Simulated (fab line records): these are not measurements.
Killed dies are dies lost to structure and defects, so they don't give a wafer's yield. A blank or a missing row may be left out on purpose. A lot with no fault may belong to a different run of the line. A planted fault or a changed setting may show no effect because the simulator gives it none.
fab line records ; flow nand_harc
record lots=7; wafers=21; last_day=33
route steps=1302 shown A_WL_FILL@956 END@1302
lots that met no fault: taken from a fault-free run of the same line
start_h: the number of hours between the record's first day and the start of the first shown wafer of the lot ; wait_h: how many hours have passed since the lot's step before this one ; " identical to the entry in the row above ; L1.1+2: one row covering several wafers at once ; - value missing, or start not given ; * or withheld: withheld ; < > ~ a bound
route shown NAME@n: a module of which the file shows steps, and the number in the route of the first ; usual: the fault-free wafers' mean and standard deviation ; same: alike in all rows ; chamber/n: place in a boat ; sites: the reading at each site ; _std_site: their standard deviation ; _edge_site: outer sites' mean less inner sites' ; radius_mm: how far each site lies from the wafer's centre ; mask NAME#n: copy n ; behind: the tool/chamber that last shaped the wafer ; hold: cause of the lot's hold/its duration in hours/its outcome ; device: transistor that didn't switch, given as n, p or np ; end of line: the tests these same wafers got at the end of their route ; for a step that has no rows: nothing shown but its recipe ; killed: the dies lost at the first sort to structure and to defects; this is not the yield of the wafer ; map: a wafer's dies, x killed, . not, _ none there
set.NAME: the setting that was run; set.NAME@STEP: the one run at that earlier step ; model.NAME: the simulator's own value behind a step, which no gauge read
a table for each step, a row for each wafer; lots at some steps of the route
services: when a tool's chamber went out of use (start_h, in hours from the record's first day, below 0 if earlier), for how many hours, and the reason
## steps
# step NHARC_A_WL_FILL_CVD_03
# recipe target_thk_a=400; temp_c=300; pressure_torr=40; wf6_flow_sccm=40; h2_flow_sccm=1600; ar_flow_sccm=1560; time_s=279; material=W
# step NHARC_A_WL_FILL_ETCHBACK_04
# recipe target_depth_a=600; time_s=120; chemistry=NF3
# usual chamber_pressure_mTorr=300.02/0.26; drypump_motor_current_A=5.7/0.5; oes_product_au=0.998/0.0065
lot.wafer;tool;chamber;start_h;wait_h;chamber_pressure_mTorr;drypump_motor_current_A;oes_product_au;rf_hours_counter_h
L180.2;rie_metal-03;1;468.62;0.3;299.71;6.4;0.988;1.9
L180.4;rie_metal-03;0;468.62;0.3;299.55;5.1;0.993;-
L180.5;rie_metal-03;0;468.62;0.3;300.07;5.1;1.001;-
L181.1;rie_metal-01;0;480.63;0.3;300.08;5.6;1.006;1.1
L181.2;rie_metal-01;1;480.63;0.3;299.97;5.3;1.004;1.1
L181.4;rie_metal-01;1;480.63;0.3;300.06;5.3;0.995;-
L197.1;rie_metal-03;1;627.88;0.3;299.86;6.4;0.994;2.4
L197.4;rie_metal-03;0;627.88;0.3;299.59;5.1;0.991;-
L197.6;rie_metal-03;1;627.88;0.3;299.94;6.4;0.985;-
L196.2;rie_metal-02;0;628.06;0.3;300.03;5.5;1.002;3.4
L196.3;rie_metal-02;1;628.06;0.3;300.62;6.1;0.988;-
L196.5;rie_metal-02;1;628.06;0.3;300.02;6.1;0.998;-
L198.1;rie_metal-01;1;649.28;0.3;300.40;5.3;0.993;1.1
L198.2;rie_metal-01;0;649.28;0.3;300.06;5.6;0.996;1.1
L198.6;rie_metal-01;0;649.28;0.3;300.16;5.6;1.007;-
L201.1;rie_metal-03;0;681.51;0.3;300.16;5.1;1.000;3.0
L201.2;rie_metal-03;1;681.51;0.3;300.03;6.4;0.996;3.0
L201.4;rie_metal-03;1;681.51;0.3;300.16;6.4;0.984;-
L200.1;rie_metal-02;0;686.34;0.3;300.21;5.5;0.999;0.5
L200.4;rie_metal-02;0;686.34;0.3;300.24;5.5;1.001;-
L200.6;rie_metal-02;0;686.34;0.3;300.07;5.5;0.999;-
# step NHARC_A_WL_FILL_ETCHBACK_05
# recipe target_depth_a=220; time_s=60; temp_c=40; chemistry=Cl2/BCl3
# usual chamber_pressure_mTorr=9.999/0.009; drypump_motor_current_A=5.7/0.5; oes_product_au=0.998/0.0068; temp_c=39.99/0.13
lot.wafer;tool;chamber;start_h;wait_h;chamber_pressure_mTorr;drypump_motor_current_A;oes_product_au;rf_hours_counter_h;temp_c
L180.2;rie_metal-03;1;468.86;0.2;9.999;6.4;0.984;2.0;39.92
L180.4;rie_metal-03;1;468.86;0.2;9.995;6.4;0.986;-;39.95
L180.5;rie_metal-03;0;468.86;0.2;10.002;5.1;0.997;-;40.11
L181.2;rie_metal-01;1;480.88;0.2;9.997;5.3;1.000;1.2;40.05
L181.1;rie_metal-01;0;480.88;0.2;9.998;5.5;1.001;1.2;40.04
L181.4;rie_metal-01;1;480.88;0.2;9.989;5.3;1.003;-;40.16
L197.1;rie_metal-03;0;628.13;0.2;10.016;5.1;0.991;2.5;39.88
L197.4;rie_metal-03;0;628.13;0.2;10.008;5.1;1.004;-;39.95
L197.6;rie_metal-03;1;628.13;0.2;10.015;6.4;1.007;-;39.97
L196.2;rie_metal-02;1;628.31;0.2;10.014;6.1;0.989;3.1;40.21
L196.3;rie_metal-02;0;628.31;0.2;9.995;5.5;0.986;-;40.00
L196.5;rie_metal-02;1;628.31;0.2;10.003;6.1;0.994;-;40.02
L198.2;rie_metal-01;0;649.53;0.2;10.001;5.6;0.991;1.2;39.81
L198.1;rie_metal-01;1;649.53;0.2;9.997;5.3;0.994;1.2;39.98
L198.6;rie_metal-01;1;649.53;0.2;10.007;5.3;0.997;-;39.94
L201.1;rie_metal-03;1;681.75;0.2;9.996;6.4;0.999;3.1;39.89
L201.2;rie_metal-03;0;681.75;0.2;9.990;5.1;0.997;3.1;39.74
L201.4;rie_metal-03;0;681.75;0.2;9.999;5.1;0.998;-;39.85
L200.1;rie_metal-02;0;686.58;0.2;9.981;5.5;1.001;0.6;39.91
L200.4;rie_metal-02;0;686.58;0.2;10.000;5.5;0.996;-;39.88
L200.6;rie_metal-02;0;686.58;0.2;9.990;5.5;0.999;-;39.83
# step NHARC_A_WL_FILL_STRIP_27
# recipe power_w=1500; temp_c=250; time_s=20; chemistry=N2/H2
# usual drypump_motor_current_A=6.08/0.2; heater_power_w=298/19; temp_c=249.98/0.18
lot.wafer;tool;chamber;start_h;wait_h;drypump_motor_current_A;heater_power_w;rf_hours_counter_h;temp_c
L180.2;plasma_asher-01;0;469.00;0.1;6.03;320;26;249.99
L180.4;plasma_asher-01;1;469.00;0.1;6.19;277;-;249.94
L180.5;plasma_asher-01;1;469.00;0.1;6.18;279;-;250.16
L181.1;plasma_asher-02;0;481.02;0.1;6.32;293;9;249.95
L181.2;plasma_asher-02;1;481.02;0.1;5.75;287;9;250.07
L181.4;plasma_asher-02;1;481.02;0.1;5.75;289;-;250.04
L197.1;plasma_asher-01;1;628.28;0.1;6.13;283;22;249.75
L197.4;plasma_asher-01;1;628.28;0.1;6.15;280;-;249.86
L197.6;plasma_asher-01;1;628.28;0.1;6.14;277;-;249.92
L196.2;plasma_asher-02;1;628.43;0.1;5.76;278;4;249.89
L196.3;plasma_asher-02;0;628.43;0.1;6.35;286;-;249.85
L196.5;plasma_asher-02;1;628.43;0.1;5.74;293;-;250.02
L198.2;plasma_asher-01;0;649.66;0.1;6.03;325;25;249.75
L198.1;plasma_asher-01;1;649.66;0.1;6.17;276;25;250.00
L198.6;plasma_asher-01;0;649.66;0.1;6.04;327;-;249.64
L201.2;plasma_asher-01;0;681.89;0.1;6.05;322;32;250.20
L201.1;plasma_asher-01;1;681.89;0.1;6.17;279;32;250.03
L201.4;plasma_asher-01;0;681.89;0.1;6.03;323;-;250.12
L200.1;plasma_asher-01;1;686.72;0.1;6.18;283;32;249.63
L200.4;plasma_asher-01;0;686.72;0.1;6.02;331;-;250.22
L200.6;plasma_asher-01;0;686.72;0.1;6.02;318;-;250.23
# step NHARC_A_WL_FILL_STRIP_28
# recipe time_s=1200; temp_c=72.5; chemistry=post_etch_residue_remover
# step NHARC_A_WL_FILL_PRECLEAN_06
# recipe time_s=300; chemistry=DIW
# step NHARC_A_WL_FILL_SRD_07
# step NHARC_A_WL_FILL_ANNEAL_08
# recipe temp_c=450; time_s=1800
# step NHARC_A_WL_FILL_ALD_10
# recipe target_thk_a=500; pulse_time_s=10; ald_cycles=500; temp_c=300; material=SiO2
# usual heater_power_w=463/46; precursor_pulse_height_rel=0.999/0.02
lot.wafer;tool;chamber;start_h;wait_h;heater_power_w;precursor_pulse_height_rel
L180.4;ald_hk-03;0;473.90;0.0;479;1.001
L180.2;ald_hk-03;3;475.43;1.6;469;1.017
L180.5;ald_hk-03;0;475.43;1.6;470;1.000
L181.2;ald_hk-03;3;486.47;0.1;472;0.993
L181.1;ald_hk-03;0;486.47;0.1;481;1.003
L181.4;ald_hk-03;2;488.00;1.6;486;0.978
L196.2;ald_hk-01;0;634.00;0.1;412;1.001
L196.3;ald_hk-01;3;635.54;1.7;565;1.017
L196.5;ald_hk-01;1;636.57;2.7;449;0.975
L197.4;ald_hk-03;3;634.95;1.1;470;1.010
L197.1;ald_hk-03;0;634.95;1.1;459;0.990
L197.6;ald_hk-03;1;634.95;1.1;466;1.012
L198.1;ald_hk-04;3;657.47;0.6;411;0.978
L198.2;ald_hk-04;1;658.49;1.6;383;0.973
L198.6;ald_hk-04;2;658.49;1.6;474;0.980
L201.1;ald_hk-04;3;687.30;0.1;415;1.007
L201.4;ald_hk-04;1;688.34;1.1;381;1.018
L201.2;ald_hk-04;2;688.34;1.1;475;0.957
L200.1;ald_hk-01;0;692.10;0.1;415;0.991
L200.4;ald_hk-01;3;693.66;1.6;554;1.016
L200.6;ald_hk-01;0;693.66;1.6;404;0.971
# step NHARC_A_WL_FILL_ETCHBACK_16
# recipe target_depth_a=1200; time_s=24; c4f8_flow_sccm=withheld; o2_flow_sccm=8; ar_flow_sccm=withheld; rf_w=600; bias_w=800; chemistry=C4F8/O2/Ar
# step NHARC_A_WL_FILL_STRIP_29
# recipe time_s=20; o2_flow_sccm=500; ar_flow_sccm=0; bias_w=0; chemistry=O2
# usual drypump_motor_current_A=5.8/0.49; oes_product_au=0.998/0.0073; rf_vpp_V=57.9/0.88; showerhead_plenum_p_Torr=3.61/0.13; throttle_valve_pct=17.037/0.0091
lot.wafer;tool;chamber;start_h;wait_h;drypump_motor_current_A;oes_product_au;rf_hours_counter_h;rf_vpp_V;showerhead_plenum_p_Torr;throttle_valve_pct
L180.2;rie_diel-11;2;478.61;0.1;6.6;1.015;1.3;57.7;3.31;17.022
L180.4;rie_diel-11;1;478.61;0.1;5.7;0.989;1.3;58.5;3.46;17.038
L180.5;rie_diel-11;2;478.61;0.1;6.6;1.008;-;55.7;3.31;17.022
L181.2;rie_diel-02;1;491.19;0.1;5.4;1.008;5.1;58.6;3.76;17.034
L181.4;rie_diel-02;2;491.19;0.1;5.8;1.009;4.0;59.1;3.78;17.039
L181.1;rie_diel-02;3;491.19;0.1;5.0;1.001;4.8;57.4;3.67;17.030
L197.1;rie_diel-02;2;638.67;0.1;5.8;1.002;4.5;57.4;3.77;17.023
L197.4;rie_diel-02;3;638.67;0.1;5.0;0.992;4.1;57.0;3.66;17.043
L197.6;rie_diel-02;2;638.67;0.1;5.8;0.992;-;58.9;3.77;17.055
L196.3;rie_diel-11;2;638.77;0.1;6.6;1.013;0.5;57.1;3.31;17.036
L196.2;rie_diel-11;0;638.77;0.1;6.0;1.007;0.5;57.2;3.62;17.031
L196.5;rie_diel-11;2;638.77;0.1;6.6;0.995;-;56.5;3.31;17.048
L198.1;rie_diel-02;3;661.67;0.1;4.9;1.002;4.8;55.9;3.66;17.028
L198.2;rie_diel-02;1;661.67;0.1;5.4;1.007;5.6;58.0;3.76;17.023
L198.6;rie_diel-02;3;661.67;0.1;4.9;0.997;-;57.7;3.66;17.051
L201.1;rie_diel-13;3;692.14;0.1;6.3;0.987;4.6;57.5;3.66;17.024
L201.2;rie_diel-13;0;692.14;0.1;6.5;1.006;4.0;57.5;3.59;17.038
L201.4;rie_diel-13;0;692.14;0.1;6.5;0.997;-;59.0;3.59;17.046
L200.4;rie_diel-02;0;696.89;0.1;5.8;0.995;8.1;58.8;3.53;17.029
L200.1;rie_diel-02;1;696.89;0.1;5.4;1.006;8.4;59.2;3.76;17.036
L200.6;rie_diel-02;0;696.89;0.1;5.8;0.992;-;56.8;3.53;17.047
# step NHARC_A_WL_FILL_ETCHBACK_17
# recipe target_depth_a=40; time_s=26.7; chemistry=Cl2/BCl3
# usual chamber_pressure_mTorr=10.001/0.0088; drypump_motor_current_A=5.6/0.39; oes_product_au=0.999/0.0063
lot.wafer;tool;chamber;start_h;wait_h;chamber_pressure_mTorr;drypump_motor_current_A;oes_product_au;rf_hours_counter_h
L180.2;rie_metal-01;0;478.71;-;9.995;5.6;1.001;1.0
L180.4;rie_metal-01;1;478.71;-;10.014;5.3;1.007;-
L180.5;rie_metal-01;0;478.71;-;9.999;5.6;1.004;-
L181.1;rie_metal-01;1;491.27;-;10.016;5.3;1.011;1.3
L181.2;rie_metal-01;0;491.27;-;10.005;5.6;1.003;1.3
L181.4;rie_metal-01;1;491.27;-;9.996;5.3;0.996;-
L197.1;rie_metal-01;0;638.75;-;-;-;-;-
L197.4;rie_metal-01;0;638.75;-;-;-;-;-
L197.6;rie_metal-01;1;638.75;-;-;-;-;-
L196.2;rie_metal-03;0;638.88;-;-;-;-;-
L196.3;rie_metal-03;1;638.88;-;-;-;-;-
L196.5;rie_metal-03;1;638.88;-;-;-;-;-
L198.2;rie_metal-03;0;661.76;-;-;-;-;-
L198.1;rie_metal-03;1;661.76;-;-;-;-;-
L198.6;rie_metal-03;0;661.76;-;-;-;-;-
L201.1;rie_metal-01;0;692.24;0.1;9.997;5.6;0.990;1.7
L201.2;rie_metal-01;1;692.24;0.1;10.008;5.3;0.995;1.7
L201.4;rie_metal-01;1;692.24;0.1;9.996;5.3;0.996;-
L200.1;rie_metal-02;0;696.98;-;9.991;5.5;0.998;0.7
L200.4;rie_metal-02;0;696.98;-;10.006;5.5;0.996;-
L200.6;rie_metal-02;0;696.98;-;10.003;5.5;0.990;-
# step NHARC_A_WL_FILL_PRECLEAN_18
# recipe time_s=30; chemistry=dHF
# step NHARC_END_SORT_01
# recipe temp_c=25
# usual killed_at_array=52/20; killed_at_other=1.0/1.3; killed_at_periphery=3.7/2.2; killed_dies=57/20; killed_open=3.2/1.6; killed_short=2.4/1.6
# same gross_dies=677
lot.wafer;tool;chamber;start_h;wait_h;killed_at_array;killed_at_other;killed_at_periphery;killed_dies;killed_open;killed_short
L196.2;prober-02;0;720.28;2.8;670;1;6;677;6;3
L196.3;prober-02;0;721.08;3.1;670;0;7;677;5;4
L196.5;prober-02;0;722.68;3.7;673;0;4;677;4;0
L197.1;prober-01;0;726.94;2.5;674;1;2;677;2;3
L197.4;prober-01;0;729.30;3.4;667;2;8;677;3;2
L197.6;prober-01;0;730.87;3.9;672;0;5;677;5;3
L198.1;prober-02;0;747.33;2.4;672;2;3;677;3;4
L198.2;prober-02;0;748.12;2.7;672;3;2;677;2;3
L198.6;prober-02;0;751.26;3.9;676;0;1;677;4;3
# killed by level:class
L196.2 A_WL_FILL:area_etchback=619 A_CHANNEL_HOLE_D2:chamber_film_flake=18 A_CHANNEL_HOLE_D1:chamber_film_flake=13 A_CONTACT:chamber_film_flake=5 P_STI:chamber_film_flake=3 A_SLIT:chamber_film_flake=3 P_M0:geometric_particle:short=1 A_CHANNEL_FILL_D1:geometric_particle:open=1
L196.3 A_WL_FILL:area_etchback=626 A_CHANNEL_HOLE_D2:chamber_film_flake=22 A_SLIT:chamber_film_flake=5 A_CHANNEL_HOLE_D1:chamber_film_flake=4 A_M0:geometric_particle:open=2 P_M2:chamber_film_flake=2 A_DECK1_JOINT:chamber_film_flake=2 A_CONTACT:chamber_film_flake=2
L196.5 A_WL_FILL:area_etchback=629 A_CHANNEL_HOLE_D2:chamber_film_flake=18 A_CHANNEL_HOLE_D1:chamber_film_flake=8 A_CONTACT:chamber_film_flake=5 A_SLIT:chamber_film_flake=3 A_CHANNEL_FILL_D1:chamber_film_flake=3 A_M0:geometric_particle:open=2 A_DECK1_JOINT:chamber_film_flake=2
L197.1 A_WL_FILL:area_etchback=601 A_CHANNEL_HOLE_D1:chamber_film_flake=33 A_SLIT:chamber_film_flake=30 A_CONTACT:chamber_film_flake=4 P_STI:chamber_film_flake=2 A_SOURCE_PLATE:geometric_particle:open=1 A_ONON_D2:geometric_particle:short=1 A_WL_FILL:geometric_particle:short=1
L197.4 A_WL_FILL:area_etchback=598 A_SLIT:chamber_film_flake=33 A_CHANNEL_HOLE_D1:chamber_film_flake=22 A_CONTACT:chamber_film_flake=6 P_STI:chamber_film_flake=4 P_ZERO_WELL:chamber_film_flake=2 A_CHANNEL_FILL_D1:chamber_film_flake=2 THIN_TSV:chamber_film_flake=2
L197.6 A_WL_FILL:area_etchback=590 A_SLIT:chamber_film_flake=37 A_CHANNEL_HOLE_D1:chamber_film_flake=26 A_CONTACT:chamber_film_flake=6 A_STAIRCASE:chamber_film_flake=4 A_ONON_D1:geometric_particle:open=2 P_GATE:chamber_film_flake=2 P_GATE:geometric_particle:open=1
L198.1 A_WL_FILL:area_etchback=629 A_CHANNEL_HOLE_D2:chamber_film_flake=16 A_CHANNEL_HOLE_D1:chamber_film_flake=7 A_SLIT:chamber_film_flake=5 A_CONTACT:chamber_film_flake=4 A_M1:chamber_film_flake=3 A_ONON_D1:geometric_particle:short=2 THIN_TSV:chamber_film_flake=2
L198.2 A_WL_FILL:area_etchback=621 A_CHANNEL_HOLE_D2:chamber_film_flake=24 A_CHANNEL_HOLE_D1:chamber_film_flake=10 A_SLIT:chamber_film_flake=6 A_CONTACT:chamber_film_flake=5 THIN_TSV:chamber_film_flake=3 A_CHANNEL_FILL_D1:chamber_film_flake=2 P_GATE:geometric_particle:short=1
L198.6 A_WL_FILL:area_etchback=632 A_CHANNEL_HOLE_D2:chamber_film_flake=18 A_CHANNEL_HOLE_D1:chamber_film_flake=7 A_CHANNEL_FILL_D1:chamber_film_flake=4 A_CONTACT:chamber_film_flake=4 A_ONON_D1:geometric_particle:open=2 A_STAIRCASE:chamber_film_flake=2 P_M0:geometric_particle:short=1
# map L196.2 (x killed, . not)
____________x____________
_________xxxxxxx_________
_______xxxxxxxxxxx_______
______xxxxxxxxxxxxx______
_____xxxxxxxxxxxxxxx_____
____xxxxxxxxxxxxxxxxx____
____xxxxxxxxxxxxxxxxx____
___xxxxxxxxxxxxxxxxxxx___
___xxxxxxxxxxxxxxxxxxx___
__xxxxxxxxxxxxxxxxxxxxx__
__xxxxxxxxxxxxxxxxxxxxx__
_xxxxxxxxxxxxxxxxxxxxxxx_
_xxxxxxxxxxxxxxxxxxxxxxx_
_xxxxxxxxxxxxxxxxxxxxxxx_
_xxxxxxxxxxxxxxxxxxxxxxx_
_xxxxxxxxxxxxxxxxxxxxxxx_
xxxxxxxxxxxxxxxxxxxxxxxxx
xxxxxxxxxxxxxxxxxxxxxxxxx
xxxxxxxxxxxxxxxxxxxxxxxxx
xxxxxxxxxxxxxxxxxxxxxxxxx
xxxxxxxxxxxxxxxxxxxxxxxxx
_xxxxxxxxxxxxxxxxxxxxxxx_
_xxxxxxxxxxxxxxxxxxxxxxx_
_xxxxxxxxxxxxxxxxxxxxxxx_
_xxxxxxxxxxxxxxxxxxxxxxx_
_xxxxxxxxxxxxxxxxxxxxxxx_
__xxxxxxxxxxxxxxxxxxxxx__
__xxxxxxxxxxxxxxxxxxxxx__
___xxxxxxxxxxxxxxxxxxx___
___xxxxxxxxxxxxxxxxxxx___
____xxxxxxxxxxxxxxxxx____
____xxxxxxxxxxxxxxxxx____
_____xxxxxxxxxxxxxxx_____
______xxxxxxxxxxxxx______
_______xxxxxxxxxxx_______
_________xxxxxxx_________
____________x____________
# map L197.1 (x killed, . not)
____________x____________
_________xxxxxxx_________
_______xxxxxxxxxxx_______
______xxxxxxxxxxxxx______
_____xxxxxxxxxxxxxxx_____
____xxxxxxxxxxxxxxxxx____
____xxxxxxxxxxxxxxxxx____
___xxxxxxxxxxxxxxxxxxx___
___xxxxxxxxxxxxxxxxxxx___
__xxxxxxxxxxxxxxxxxxxxx__
__xxxxxxxxxxxxxxxxxxxxx__
_xxxxxxxxxxxxxxxxxxxxxxx_
_xxxxxxxxxxxxxxxxxxxxxxx_
_xxxxxxxxxxxxxxxxxxxxxxx_
_xxxxxxxxxxxxxxxxxxxxxxx_
_xxxxxxxxxxxxxxxxxxxxxxx_
xxxxxxxxxxxxxxxxxxxxxxxxx
xxxxxxxxxxxxxxxxxxxxxxxxx
xxxxxxxxxxxxxxxxxxxxxxxxx
xxxxxxxxxxxxxxxxxxxxxxxxx
xxxxxxxxxxxxxxxxxxxxxxxxx
_xxxxxxxxxxxxxxxxxxxxxxx_
_xxxxxxxxxxxxxxxxxxxxxxx_
_xxxxxxxxxxxxxxxxxxxxxxx_
_xxxxxxxxxxxxxxxxxxxxxxx_
_xxxxxxxxxxxxxxxxxxxxxxx_
__xxxxxxxxxxxxxxxxxxxxx__
__xxxxxxxxxxxxxxxxxxxxx__
___xxxxxxxxxxxxxxxxxxx___
___xxxxxxxxxxxxxxxxxxx___
____xxxxxxxxxxxxxxxxx____
____xxxxxxxxxxxxxxxxx____
_____xxxxxxxxxxxxxxx_____
______xxxxxxxxxxxxx______
_______xxxxxxxxxxx_______
_________xxxxxxx_________
____________x____________
## services
tool;chamber;start_h;hours;kind
rie_diel-11;-;450.76;0.4;repair
rie_metal-02;-;454.03;9.0;pm
rie_diel-02;1;460.39;11.7;repair
rie_diel-02;0;462.17;8.4;repair
rie_diel-02;-;463.64;0.5;repair
rie_diel-11;2;473.41;2.4;repair
ald_hk-01;-;497.64;0.3;repair
rie_diel-02;1;498.64;16.3;repair
ald_hk-03;-;499.69;0.7;repair
rie_metal-03;-;519.00;9.0;pm
plasma_asher-01;-;519.17;9.0;pm
rie_metal-01;1;525.53;9.0;repair
rie_metal-02;1;525.58;15.5;repair
plasma_asher-01;-;536.77;1.4;repair
rie_diel-02;-;537.75;0.9;repair
rie_diel-02;-;570.70;9.0;pm
rie_metal-01;-;575.00;9.0;pm
rie_diel-02;1;591.88;3.3;repair
ald_hk-03;-;595.53;2.6;repair
plasma_asher-01;-;602.91;4.3;repair
rie_metal-02;-;631.03;9.0;pm
rie_diel-02;2;670.51;1.2;repair
rie_metal-03;-;696.00;9.0;pm
plasma_asher-01;-;696.17;9.0;pm
## key
first_sign step=NHARC_A_WL_FILL_ETCHBACK_17; reading=tool_record; direction=missing
effect step=NHARC_END_SORT_01; reading=killed_at_array; direction=up; sigmas=31; usual=52; struck=672
more_kills_born_at NHARC_A_WL_FILL_ETCHBACK_17@rie_metal-03=3756; NHARC_A_WL_FILL_ETCHBACK_17@rie_metal-01=1788
met_at NHARC_A_WL_FILL_ETCHBACK_17
struck_wafers L196.2,L196.3,L196.5,L197.1,L197.4,L197.6,L198.1,L198.2,L198.6
later_rows_left_out L196.2,L196.3,L196.5,L197.1,L197.4,L197.6,L198.1,L198.2,L198.6
tester_left_out L196,L197,L198
onset_between 491.27 638.75
fault kind=skipped_step_whole; tool=rie_metal-01,rie_metal-03; chamber=-; onset_h=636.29; steps=NHARC_A_WL_FILL_ETCHBACK_17; scope=struck_lots_only
# tester_left_out: of these lots the tester's yield and bins aren't shown, on N5 and GAA mostly nor the transistor test; their killed dies are dies lost to structure and defects alone, not to doping, threshold or leakage, so they don't give the yield
# later_rows_left_out: the simulator's readings of these wafers behind a module that went badly wrong aren't trusted and aren't shown, but for the sort
